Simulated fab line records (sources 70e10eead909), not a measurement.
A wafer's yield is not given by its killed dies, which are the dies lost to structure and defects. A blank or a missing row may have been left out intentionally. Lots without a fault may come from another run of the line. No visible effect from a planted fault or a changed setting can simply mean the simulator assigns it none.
Which tool is to blame? || flow nand harc || 24 lots, 72 wafers sampled, at 5 steps of a route of 1302

== WHAT THE GAUGES READ, wafer by wafer ==
NHARC_A_M0_CD_MEAS_16. Usual: cd nm 79.7 nm, standard deviation 0.61.
{"lot": "L074", "measured": "day 23 04:53", "on": "cd sem-01", "cd nm (nm)": "79.6 80.5 81.0", "flag": ""}
{"lot": "L075", "measured": "day 23 06:34", "on": "cd sem-03", "cd nm (nm)": "79.7 80.0 78.9", "flag": ""}
{"lot": "L076", "measured": "day 23 22:29", "on": "cd sem-03", "cd nm (nm)": "79.2 79.7 79.7", "flag": ""}
{"lot": "L078", "measured": "day 24 00:27", "on": "cd sem-03", "cd nm (nm)": "79.7 78.9 79.2", "flag": ""}
{"lot": "L080", "measured": "day 24 11:45", "on": "cd sem-03", "cd nm (nm)": "79.8 80.8 81.1", "flag": ""}
{"lot": "L079", "measured": "day 24 13:58", "on": "cd sem-02", "cd nm (nm)": "79.4 79.5 78.9", "flag": ""}
{"lot": "L077", "measured": "day 24 20:43", "on": "cd sem-02", "cd nm (nm)": "80.1 80.1 79.5", "flag": ""}
{"lot": "L081", "measured": "day 25 11:16", "on": "cd sem-01", "cd nm (nm)": "80.1 79.6 79.6", "flag": ""}
{"lot": "L082", "measured": "day 25 15:01", "on": "cd sem-03", "cd nm (nm)": "78.9 79.4 78.9", "flag": ""}
{"lot": "L083", "measured": "day 26 06:12", "on": "cd sem-01", "cd nm (nm)": "79.4 79.5 79.4", "flag": ""}
{"lot": "L084", "measured": "day 26 22:39", "on": "cd sem-03", "cd nm (nm)": "79.8 79.5 80.2", "flag": ""}
{"lot": "L085", "measured": "day 26 23:01", "on": "cd sem-03", "cd nm (nm)": "79.0 78.7 78.1", "flag": ""}
{"lot": "L086", "measured": "day 27 11:40", "on": "cd sem-03", "cd nm (nm)": "79.7 79.9 79.7", "flag": ""}
{"lot": "L089", "measured": "day 28 09:28", "on": "cd sem-01", "cd nm (nm)": "79.0 79.1 78.6", "flag": ""}
{"lot": "L090", "measured": "day 28 10:52", "on": "cd sem-03", "cd nm (nm)": "80.3 79.8 79.5", "flag": ""}
{"lot": "L087", "measured": "day 28 12:16", "on": "cd sem-01", "cd nm (nm)": "78.7 79.1 79.8", "flag": ""}
{"lot": "L088", "measured": "day 28 13:24", "on": "cd sem-03", "cd nm (nm)": "80.1 79.7 80.0", "flag": ""}
{"lot": "L093", "measured": "day 30 05:38", "on": "cd sem-01", "cd nm (nm)": "80.0 80.0 78.9", "flag": ""}
{"lot": "L092", "measured": "day 30 08:09", "on": "cd sem-03", "cd nm (nm)": "79.9 79.2 79.4", "flag": ""}
{"lot": "L091", "measured": "day 30 16:45", "on": "cd sem-02", "cd nm (nm)": "80.0 80.0 80.6", "flag": ""}
{"lot": "L094", "measured": "day 31 12:17", "on": "cd sem-01", "cd nm (nm)": "79.3 80.5 79.5", "flag": ""}
{"lot": "L096", "measured": "day 31 12:55", "on": "cd sem-01", "cd nm (nm)": "81.0 78.9 80.3", "flag": ""}
{"lot": "L095", "measured": "day 31 13:40", "on": "cd sem-01", "cd nm (nm)": "80.4 80.2 80.1", "flag": ""}
{"lot": "L097", "measured": "day 32 01:30", "on": "cd sem-03", "cd nm (nm)": "80.2 80.4 80.2", "flag": ""}

NHARC_A_M1_INSPECT_11. Usual: raw defect count 92, standard deviation 37.
{"lot": "L074", "measured": "day 23 08:40", "on": "defect inspect-01", "raw defect count": "94 101 99", "flag": ""}
{"lot": "L075", "measured": "day 23 10:08", "on": "defect inspect-02", "raw defect count": "112 118 81", "flag": ""}
{"lot": "L076", "measured": "day 24 02:04", "on": "defect inspect-01", "raw defect count": "31 30 29", "flag": ""}
{"lot": "L078", "measured": "day 24 04:13", "on": "defect inspect-02", "raw defect count": "121 116 91", "flag": ""}
{"lot": "L080", "measured": "day 24 15:26", "on": "defect inspect-01", "raw defect count": "103 118 141", "flag": ""}
{"lot": "L079", "measured": "day 24 17:38", "on": "defect inspect-02", "raw defect count": "120 124 116", "flag": ""}
{"lot": "L077", "measured": "day 25 00:28", "on": "defect inspect-01", "raw defect count": "61 61 55", "flag": ""}
{"lot": "L081", "measured": "day 25 14:59", "on": "defect inspect-02", "raw defect count": "116 116 133", "flag": ""}
{"lot": "L082", "measured": "day 25 19:26", "on": "defect inspect-02", "raw defect count": "137 101 128", "flag": ""}
{"lot": "L083", "measured": "day 26 09:53", "on": "defect inspect-02", "raw defect count": "77 81 70", "flag": ""}
{"lot": "L084", "measured": "day 27 02:26", "on": "defect inspect-02", "raw defect count": "57 68 59", "flag": ""}
{"lot": "L085", "measured": "day 27 02:46", "on": "defect inspect-02", "raw defect count": "143 165 150", "flag": ""}
{"lot": "L086", "measured": "day 27 15:19", "on": "defect inspect-02", "raw defect count": "88 72 74", "flag": ""}
{"lot": "L089", "measured": "day 28 13:09", "on": "defect inspect-02", "raw defect count": "51 44 55", "flag": ""}
{"lot": "L090", "measured": "day 28 14:27", "on": "defect inspect-01", "raw defect count": "153 161 159", "flag": ""}
{"lot": "L087", "measured": "day 28 15:55", "on": "defect inspect-02", "raw defect count": "64 75 67", "flag": ""}
{"lot": "L088", "measured": "day 28 17:08", "on": "defect inspect-01", "raw defect count": "74 71 83", "flag": ""}
{"lot": "L093", "measured": "day 30 09:20", "on": "defect inspect-02", "raw defect count": "124 126 119", "flag": ""}
{"lot": "L092", "measured": "day 30 11:53", "on": "defect inspect-02", "raw defect count": "67 87 68", "flag": ""}
{"lot": "L091", "measured": "day 30 20:29", "on": "defect inspect-01", "raw defect count": "36 30 24", "flag": ""}
{"lot": "L094", "measured": "day 31 16:10", "on": "defect inspect-01", "raw defect count": "129 138 121", "flag": ""}
{"lot": "L096", "measured": "day 31 16:56", "on": "defect inspect-01", "raw defect count": "40 36 46", "flag": ""}
{"lot": "L095", "measured": "day 31 17:17", "on": "defect inspect-01", "raw defect count": "124 111 148", "flag": ""}
{"lot": "L097", "measured": "day 32 05:52", "on": "defect inspect-01", "raw defect count": "64 76 67", "flag": ""}

NHARC_A_M1_INSPECT_27. Usual: raw defect count 524, standard deviation 110.
{"lot": "L074", "measured": "day 23 11:18", "on": "defect inspect-02", "raw defect count": "505 584 472", "flag": ""}
{"lot": "L075", "measured": "day 23 12:48", "on": "defect inspect-01", "raw defect count": "501 598 664", "flag": ""}
{"lot": "L076", "measured": "day 24 04:46", "on": "defect inspect-01", "raw defect count": "475 357 492", "flag": ""}
{"lot": "L078", "measured": "day 24 06:51", "on": "defect inspect-01", "raw defect count": "486 642 480", "flag": ""}
{"lot": "L080", "measured": "day 24 18:07", "on": "defect inspect-02", "raw defect count": "499 514 556", "flag": ""}
{"lot": "L079", "measured": "day 24 20:19", "on": "defect inspect-01", "raw defect count": "574 504 425", "flag": ""}
{"lot": "L077", "measured": "day 25 03:07", "on": "defect inspect-01", "raw defect count": "592 491 633", "flag": ""}
{"lot": "L081", "measured": "day 25 17:41", "on": "defect inspect-01", "raw defect count": "620 681 522", "flag": ""}
{"lot": "L082", "measured": "day 25 22:07", "on": "defect inspect-01", "raw defect count": "571 544 650", "flag": ""}
{"lot": "L083", "measured": "day 26 12:37", "on": "defect inspect-01", "raw defect count": "508 620 660", "flag": ""}
{"lot": "L084", "measured": "day 27 05:31", "on": "defect inspect-01", "raw defect count": "456 600 500", "flag": ""}
{"lot": "L085", "measured": "day 27 05:49", "on": "defect inspect-02", "raw defect count": "492 613 474", "flag": ""}
{"lot": "L086", "measured": "day 27 17:56", "on": "defect inspect-01", "raw defect count": "471 473 407", "flag": ""}
{"lot": "L089", "measured": "day 28 15:46", "on": "defect inspect-01", "raw defect count": "633 529 574", "flag": ""}
{"lot": "L090", "measured": "day 28 17:05", "on": "defect inspect-02", "raw defect count": "447 497 561", "flag": ""}
{"lot": "L087", "measured": "day 28 18:34", "on": "defect inspect-02", "raw defect count": "471 442 489", "flag": ""}
{"lot": "L088", "measured": "day 28 19:49", "on": "defect inspect-02", "raw defect count": "579 653 578", "flag": ""}
{"lot": "L093", "measured": "day 30 11:58", "on": "defect inspect-01", "raw defect count": "538 879 692", "flag": ""}
{"lot": "L092", "measured": "day 30 14:35", "on": "defect inspect-01", "raw defect count": "625 486 603", "flag": ""}
{"lot": "L091", "measured": "day 30 23:07", "on": "defect inspect-02", "raw defect count": "345 514 457", "flag": ""}
{"lot": "L094", "measured": "day 31 18:47", "on": "defect inspect-02", "raw defect count": "592 536 503", "flag": ""}
{"lot": "L096", "measured": "day 31 19:36", "on": "defect inspect-02", "raw defect count": "358 355 352", "flag": ""}
{"lot": "L095", "measured": "day 31 19:55", "on": "defect inspect-01", "raw defect count": "485 464 473", "flag": ""}
{"lot": "L097", "measured": "day 32 08:29", "on": "defect inspect-02", "raw defect count": "362 454 359", "flag": ""}

== EACH LOT AND THE TOOL THAT RAN IT (in order: tool; ch and the chambers of the sampled wafers; start) ==
{"lot": "L074", "NHARC_A_M0_DEGAS_28": "pvd sputter-02, day 23 05:31", "NHARC_A_M1_ETCH_28": "rie diel-12 ch 0,3, day 23 11:18 or earlier"}
{"lot": "L075", "NHARC_A_M0_DEGAS_28": "pvd sputter-02, day 23 07:11", "NHARC_A_M1_ETCH_28": "rie diel-07 ch 1,2, day 23 12:48 or earlier"}
{"lot": "L076", "NHARC_A_M0_DEGAS_28": "pvd sputter-01, day 23 23:07", "NHARC_A_M1_ETCH_28": "rie diel-07 ch 1,2, day 24 04:46 or earlier"}
{"lot": "L078", "NHARC_A_M0_DEGAS_28": "pvd sputter-03, day 24 01:04", "NHARC_A_M1_ETCH_28": "rie diel-07 ch 0,1,3, day 24 06:51 or earlier"}
{"lot": "L080", "NHARC_A_M0_DEGAS_28": "pvd sputter-02, day 24 12:22", "NHARC_A_M1_ETCH_28": "rie diel-07 ch 0,1,2, day 24 18:07 or earlier"}
{"lot": "L079", "NHARC_A_M0_DEGAS_28": "pvd sputter-01, day 24 14:35", "NHARC_A_M1_ETCH_28": "rie diel-07 ch 0,1,3, day 24 20:19 or earlier"}
{"lot": "L077", "NHARC_A_M0_DEGAS_28": "pvd sputter-03, day 24 21:23", "NHARC_A_M1_ETCH_28": "rie diel-07 ch 0,1,3, day 25 03:07 or earlier"}
{"lot": "L081", "NHARC_A_M0_DEGAS_28": "pvd sputter-02, day 25 11:53", "NHARC_A_M1_ETCH_28": "rie diel-12 ch 0,1,2, day 25 17:41 or earlier"}
{"lot": "L082", "NHARC_A_M0_DEGAS_28": "pvd sputter-03, day 25 15:38", "NHARC_A_M1_ETCH_28": "rie diel-12 ch 1,2,3, day 25 22:07 or earlier"}
{"lot": "L083", "NHARC_A_M0_DEGAS_28": "pvd sputter-01, day 26 06:50", "NHARC_A_M1_ETCH_28": "rie diel-12 ch 0,2,3, day 26 12:37 or earlier"}
{"lot": "L084", "NHARC_A_M0_DEGAS_28": "pvd sputter-02, day 26 23:17", "NHARC_A_M1_ETCH_28": "rie diel-08 ch 0,3, day 27 05:31 or earlier"}
{"lot": "L085", "NHARC_A_M0_DEGAS_28": "pvd sputter-01, day 26 23:39", "NHARC_A_M1_ETCH_28": "rie diel-07 ch 0,2, day 27 05:49 or earlier"}
{"lot": "L086", "NHARC_A_M0_DEGAS_28": "pvd sputter-02, day 27 12:17", "NHARC_A_M1_ETCH_28": "rie diel-08 ch 0,2,3, day 27 17:56 or earlier"}
{"lot": "L089", "NHARC_A_M0_DEGAS_28": "pvd sputter-02, day 28 10:04", "NHARC_A_M1_ETCH_28": "rie diel-08 ch 1,3, day 28 15:46 or earlier"}
{"lot": "L090", "NHARC_A_M0_DEGAS_28": "pvd sputter-03, day 28 11:29", "NHARC_A_M1_ETCH_28": "rie diel-08 ch 0,1,3, day 28 17:05 or earlier"}
{"lot": "L087", "NHARC_A_M0_DEGAS_28": "pvd sputter-01, day 28 12:53", "NHARC_A_M1_ETCH_28": "rie diel-08 ch 0,1, day 28 18:34 or earlier"}
{"lot": "L088", "NHARC_A_M0_DEGAS_28": "pvd sputter-03, day 28 14:05", "NHARC_A_M1_ETCH_28": "rie diel-12 ch 0,1,3, day 28 19:49 or earlier"}
{"lot": "L093", "NHARC_A_M0_DEGAS_28": "pvd sputter-02, day 30 06:16", "NHARC_A_M1_ETCH_28": "rie diel-08 ch 1,2,3, day 30 11:58 or earlier"}
{"lot": "L092", "NHARC_A_M0_DEGAS_28": "pvd sputter-02, day 30 08:50", "NHARC_A_M1_ETCH_28": "rie diel-12 ch 0,1,2, day 30 14:35 or earlier"}
{"lot": "L091", "NHARC_A_M0_DEGAS_28": "pvd sputter-01, day 30 17:22", "NHARC_A_M1_ETCH_28": "rie diel-08 ch 0,1,3, day 30 23:07 or earlier"}
{"lot": "L094", "NHARC_A_M0_DEGAS_28": "pvd sputter-02, day 31 12:54", "NHARC_A_M1_ETCH_28": "rie diel-07 ch 0,1,2, day 31 18:47 or earlier"}
{"lot": "L096", "NHARC_A_M0_DEGAS_28": "pvd sputter-03, day 31 13:31", "NHARC_A_M1_ETCH_28": "rie diel-08 ch 0,1,2, day 31 19:36 or earlier"}
{"lot": "L095", "NHARC_A_M0_DEGAS_28": "pvd sputter-02, day 31 14:21", "NHARC_A_M1_ETCH_28": "rie diel-07 ch 0,1,2, day 31 19:55 or earlier"}
{"lot": "L097", "NHARC_A_M0_DEGAS_28": "pvd sputter-02, day 32 02:10", "NHARC_A_M1_ETCH_28": "rie diel-08 ch 0,1, day 32 08:29 or earlier"}
- NHARC_A_M0_DEGAS_28: time 60 s.
- NHARC_A_M1_ETCH_28: etches the open film in CF4/N2, target depth 30 nm, time 72.99 s.

== AS READ BY THE TOOLS THEMSELVES (means over the sampled wafers that have a number; for cases with no such wafer, the mark the record gives instead) ==
NHARC_A_M0_DEGAS_28. Usual: heater power w 318 W, standard deviation 22.
{"lot": "L074", "tool": "pvd sputter-02", "heater power w (W)": 310, "flag": ""}
{"lot": "L075", "tool": "pvd sputter-02", "heater power w (W)": 323, "flag": ""}
{"lot": "L076", "tool": "pvd sputter-01", "heater power w (W)": 335, "flag": ""}
{"lot": "L078", "tool": "pvd sputter-03", "heater power w (W)": 310, "flag": ""}
{"lot": "L080", "tool": "pvd sputter-02", "heater power w (W)": 321, "flag": ""}
{"lot": "L079", "tool": "pvd sputter-01", "heater power w (W)": 298, "flag": ""}
{"lot": "L077", "tool": "pvd sputter-03", "heater power w (W)": 317, "flag": ""}
{"lot": "L081", "tool": "pvd sputter-02", "heater power w (W)": 303, "flag": ""}
{"lot": "L082", "tool": "pvd sputter-03", "heater power w (W)": 320, "flag": ""}
{"lot": "L083", "tool": "pvd sputter-01", "heater power w (W)": 334, "flag": ""}
{"lot": "L084", "tool": "pvd sputter-02", "heater power w (W)": 324, "flag": ""}
{"lot": "L085", "tool": "pvd sputter-01", "heater power w (W)": 313, "flag": ""}
{"lot": "L086", "tool": "pvd sputter-02", "heater power w (W)": 343, "flag": ""}
{"lot": "L089", "tool": "pvd sputter-02", "heater power w (W)": 311, "flag": ""}
{"lot": "L090", "tool": "pvd sputter-03", "heater power w (W)": 330, "flag": ""}
{"lot": "L087", "tool": "pvd sputter-01", "heater power w (W)": 326, "flag": ""}
{"lot": "L088", "tool": "pvd sputter-03", "heater power w (W)": 301, "flag": ""}
{"lot": "L093", "tool": "pvd sputter-02", "heater power w (W)": 309, "flag": ""}
{"lot": "L092", "tool": "pvd sputter-02", "heater power w (W)": 312, "flag": ""}
{"lot": "L091", "tool": "pvd sputter-01", "heater power w (W)": 317, "flag": ""}
{"lot": "L094", "tool": "pvd sputter-02", "heater power w (W)": 303, "flag": ""}
{"lot": "L096", "tool": "pvd sputter-03", "heater power w (W)": 320, "flag": ""}
{"lot": "L095", "tool": "pvd sputter-02", "heater power w (W)": 311, "flag": ""}
{"lot": "L097", "tool": "pvd sputter-02", "heater power w (W)": 317, "flag": ""}

NHARC_A_M1_ETCH_28. Usual: drypump motor current A 5.7 A, standard deviation 0.48; oes product au 1.002 a.u., standard deviation 0.0073; rf fwd power W 297.4 W, standard deviation 1.1; rf vpp V 314.2 V, standard deviation 2; showerhead plenum p Torr 2.64 Torr, standard deviation 0.11; throttle valve pct 19.793 %, standard deviation 0.01.
{"lot": "L074", "tool": "rie diel-12", "drypump motor current A (A)": 5.7, "oes product au (a.u.)": 1.003, "rf fwd power W (W)": 298.6, "rf vpp V (V)": 311.4, "showerhead plenum p Torr (Torr)": 2.47, "throttle valve pct (%)": 19.786, "flag": ""}
{"lot": "L075", "tool": "rie diel-07", "drypump motor current A (A)": 5.9, "oes product au (a.u.)": 1.004, "rf fwd power W (W)": 297.0, "rf vpp V (V)": 314.8, "showerhead plenum p Torr (Torr)": 2.64, "throttle valve pct (%)": 19.789, "flag": ""}
{"lot": "L076", "tool": "rie diel-07", "drypump motor current A (A)": 6.1, "oes product au (a.u.)": 1.007, "rf fwd power W (W)": 297.4, "rf vpp V (V)": 315.0, "showerhead plenum p Torr (Torr)": 2.72, "throttle valve pct (%)": 19.790, "flag": ""}
{"lot": "L078", "tool": "rie diel-07", "drypump motor current A (A)": 5.6, "oes product au (a.u.)": 1.000, "rf fwd power W (W)": 298.7, "rf vpp V (V)": 316.1, "showerhead plenum p Torr (Torr)": 2.71, "throttle valve pct (%)": 19.796, "flag": ""}
{"lot": "L080", "tool": "rie diel-07", "drypump motor current A (A)": 5.6, "oes product au (a.u.)": 1.001, "rf fwd power W (W)": 297.8, "rf vpp V (V)": 315.8, "showerhead plenum p Torr (Torr)": 2.71, "throttle valve pct (%)": 19.802, "flag": ""}
{"lot": "L079", "tool": "rie diel-07", "drypump motor current A (A)": 5.6, "oes product au (a.u.)": 1.002, "rf fwd power W (W)": 298.1, "rf vpp V (V)": 315.6, "showerhead plenum p Torr (Torr)": 2.71, "throttle valve pct (%)": 19.791, "flag": ""}
{"lot": "L077", "tool": "rie diel-07", "drypump motor current A (A)": 5.6, "oes product au (a.u.)": 1.000, "rf fwd power W (W)": 297.3, "rf vpp V (V)": 315.2, "showerhead plenum p Torr (Torr)": 2.71, "throttle valve pct (%)": 19.788, "flag": ""}
{"lot": "L081", "tool": "rie diel-12", "drypump motor current A (A)": 5.7, "oes product au (a.u.)": 1.004, "rf fwd power W (W)": 297.3, "rf vpp V (V)": 313.6, "showerhead plenum p Torr (Torr)": 2.63, "throttle valve pct (%)": 19.796, "flag": ""}
{"lot": "L082", "tool": "rie diel-12", "drypump motor current A (A)": 5.7, "oes product au (a.u.)": 0.999, "rf fwd power W (W)": 297.5, "rf vpp V (V)": 314.3, "showerhead plenum p Torr (Torr)": 2.63, "throttle valve pct (%)": 19.797, "flag": ""}
{"lot": "L083", "tool": "rie diel-12", "drypump motor current A (A)": 5.7, "oes product au (a.u.)": 0.997, "rf fwd power W (W)": 297.5, "rf vpp V (V)": 312.8, "showerhead plenum p Torr (Torr)": 2.52, "throttle valve pct (%)": 19.784, "flag": ""}
{"lot": "L084", "tool": "rie diel-08", "drypump motor current A (A)": 5.2, "oes product au (a.u.)": 0.995, "rf fwd power W (W)": 297.4, "rf vpp V (V)": 314.8, "showerhead plenum p Torr (Torr)": 2.65, "throttle valve pct (%)": 19.781, "flag": ""}
{"lot": "L085", "tool": "rie diel-07", "drypump motor current A (A)": 5.1, "oes product au (a.u.)": 1.000, "rf fwd power W (W)": 297.8, "rf vpp V (V)": 315.5, "showerhead plenum p Torr (Torr)": 2.69, "throttle valve pct (%)": 19.795, "flag": ""}
{"lot": "L086", "tool": "rie diel-08", "drypump motor current A (A)": 5.5, "oes product au (a.u.)": 1.006, "rf fwd power W (W)": 298.0, "rf vpp V (V)": 314.9, "showerhead plenum p Torr (Torr)": 2.66, "throttle valve pct (%)": 19.789, "flag": ""}
{"lot": "L089", "tool": "rie diel-08", "drypump motor current A (A)": 6.0, "oes product au (a.u.)": 0.996, "rf fwd power W (W)": 296.3, "rf vpp V (V)": 313.9, "showerhead plenum p Torr (Torr)": 2.58, "throttle valve pct (%)": 19.789, "flag": ""}
{"lot": "L090", "tool": "rie diel-08", "drypump motor current A (A)": 5.6, "oes product au (a.u.)": 0.994, "rf fwd power W (W)": 296.4, "rf vpp V (V)": 314.6, "showerhead plenum p Torr (Torr)": 2.62, "throttle valve pct (%)": 19.790, "flag": ""}
{"lot": "L087", "tool": "rie diel-08", "drypump motor current A (A)": 6.0, "oes product au (a.u.)": 1.003, "rf fwd power W (W)": 297.5, "rf vpp V (V)": 313.5, "showerhead plenum p Torr (Torr)": 2.60, "throttle valve pct (%)": 19.786, "flag": ""}
{"lot": "L088", "tool": "rie diel-12", "drypump motor current A (A)": 5.6, "oes product au (a.u.)": 0.997, "rf fwd power W (W)": 297.9, "rf vpp V (V)": 312.9, "showerhead plenum p Torr (Torr)": 2.58, "throttle valve pct (%)": 19.792, "flag": ""}
{"lot": "L093", "tool": "rie diel-08", "drypump motor current A (A)": 5.9, "oes product au (a.u.)": 0.999, "rf fwd power W (W)": 297.5, "rf vpp V (V)": 313.5, "showerhead plenum p Torr (Torr)": 2.63, "throttle valve pct (%)": 19.799, "flag": ""}
{"lot": "L092", "tool": "rie diel-12", "drypump motor current A (A)": 5.7, "oes product au (a.u.)": 1.006, "rf fwd power W (W)": 296.7, "rf vpp V (V)": 314.7, "showerhead plenum p Torr (Torr)": 2.62, "throttle valve pct (%)": 19.798, "flag": ""}
{"lot": "L091", "tool": "rie diel-08", "drypump motor current A (A)": 5.7, "oes product au (a.u.)": 0.997, "rf fwd power W (W)": 297.8, "rf vpp V (V)": 314.1, "showerhead plenum p Torr (Torr)": 2.62, "throttle valve pct (%)": 19.796, "flag": ""}
{"lot": "L094", "tool": "rie diel-07", "drypump motor current A (A)": 5.6, "oes product au (a.u.)": 1.008, "rf fwd power W (W)": 298.0, "rf vpp V (V)": 314.7, "showerhead plenum p Torr (Torr)": 2.71, "throttle valve pct (%)": 19.797, "flag": ""}
{"lot": "L096", "tool": "rie diel-08", "drypump motor current A (A)": 5.9, "oes product au (a.u.)": 1.008, "rf fwd power W (W)": 296.9, "rf vpp V (V)": 314.8, "showerhead plenum p Torr (Torr)": 2.65, "throttle valve pct (%)": 19.802, "flag": ""}
{"lot": "L095", "tool": "rie diel-07", "drypump motor current A (A)": 5.6, "oes product au (a.u.)": 1.009, "rf fwd power W (W)": 297.9, "rf vpp V (V)": 315.4, "showerhead plenum p Torr (Torr)": 2.71, "throttle valve pct (%)": 19.786, "flag": ""}
{"lot": "L097", "tool": "rie diel-08", "drypump motor current A (A)": 5.6, "oes product au (a.u.)": 1.001, "rf fwd power W (W)": 295.7, "rf vpp V (V)": 314.5, "showerhead plenum p Torr (Torr)": 2.64, "throttle valve pct (%)": 19.801, "flag": ""}

== THE ANSWER, worked out from the rows above alone ==
Rule: take the mean of a lot's wafers that have a number; if it is more than 3 standard deviations from the usual mean, the lot is off. Also off: a lot with no number at a reading for which 4 or more lots have one. Where the step has rows for the other lots, those lots are counted as sound. Order of review: gauges by route order, followed by the tools' own readings, for which a lot's mean as printed above is used. At the first step where some lot is off, the reading lying furthest off is the one used; lots without a number count as furthest.
Nothing can be told from this: no lot is off at any reading shown.

== WHAT THE SIMULATOR HAD INSERTED ==
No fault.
